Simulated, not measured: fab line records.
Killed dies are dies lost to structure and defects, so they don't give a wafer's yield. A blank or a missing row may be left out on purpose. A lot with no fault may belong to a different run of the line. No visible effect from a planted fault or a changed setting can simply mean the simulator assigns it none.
Comparing a struck lot with a sound one :: flow nand-harc :: 13 steps out of a route of 1302
Sound: the wafers L848.3, L848.4, L848.6. Wafers struck: L839.2, L839.4, L839.5. Last of all comes the cause.
Per side, at each step with rows, come the tool, then ch with its chambers, and then its first start. Under that, the readings that differ: sound wafers :: struck wafers :: difference of the means :: sigmas: that difference in standard deviations of wafers without a fault.
alike: readings with means less than 2 such deviations apart, plus words and numbers identical on both sides. not compared: withheld readings, readings lacking a value on some wafer, bounds such as >300 that could conceal the same value, and numbers that have no deviation in the record and whose values overlap.
A row with sigmas, a row that says differs or no value, or rows on one side alone: a step with any of these is where the two part. Non-overlapping numbers with no deviation appear without sigmas and do not part them. A reading missing from all wafers of one side parts the sides only when that side holds two or more wafers.

first, 1 step without rows for these wafers: NHARC_P_M1_DEGAS_29 (time 60 s).
NHARC_P_M1_PRE_CLEAN_30: time 30 s.
  sound on pvd-sputter-02; struck on pvd-sputter-03
  alike: heater-power-w
then, 1 step without rows for these wafers: NHARC_P_M1_PVD_20 (deposits TaN, target thk 5 nm, time 8.06 s).
NHARC_P_M1_PVD_21: deposits Cu, target thk 30 nm, time 20.49 s.
  sound on pvd-sputter-02; struck on pvd-sputter-03
  alike: throttle-valve-pct
then, 1 step without rows for these wafers: NHARC_P_M1_ECD_22 (material Cu, target thk 400 nm).
NHARC_P_M1_ANNEAL_31: time 90 s.
  sound on rtp-anneal-01 ch 0, day 15 14:22; struck on rtp-anneal-01 ch 0, day 12 09:36
  alike: wafer_temp_C_max
NHARC_P_M1_CMP_23: polishes, t overpolish 20 s, target thk 157.82 nm.
  sound on cmp-03 ch 0,1, day 15 14:36; struck on cmp-02 ch 1,2,3, day 12 09:57
  alike: edge-zone-pressure-frac, motor-current-A, retaining-ring-pressure-frac, time-to-endpoint-s
NHARC_P_M1_THK_MEAS_24: measures by xrf.
  struck on film-metro-01, day 12 10:13; sound on film-metro-01, day 15 14:55
  alike: thk-nm
then, 1 step without rows for these wafers: NHARC_P_M1_SRD_25.
NHARC_P_M1_INSPECT_27:
  struck on defect-inspect-01, day 12 10:22; sound on defect-inspect-01, day 15 15:04
  alike: raw-defect-count
NHARC_P_M1_PRE_CLEAN_32: time 12 s.
  sound on pecvd-03 ch 0,2, day 15 15:09; struck on pecvd-02 ch 0,1,2, day 12 10:27
  alike: heater-power-w
NHARC_P_M1_DEP_33: deposits SiCN, target thk 30 nm.
  sound on pecvd-03 ch 0,2, day 15 15:16; struck on pecvd-02 ch 0,1,2, day 12 10:35
  no value came back on the struck wafers for chamber-pressure-Torr (Torr), heater-power-outer-w (W), heater-power-w (W); on the sound wafers chamber-pressure-Torr (Torr) reads 3.010 3.007 2.997
then, 1 step without rows for these wafers: NHARC_P_M2_DEP_00 (deposits SiOC, target thk 182.5 nm).

WHERE THEY PART
Within this record, at NHARC_P_M1_DEP_33 only.

WHY: what had been put in by the simulator
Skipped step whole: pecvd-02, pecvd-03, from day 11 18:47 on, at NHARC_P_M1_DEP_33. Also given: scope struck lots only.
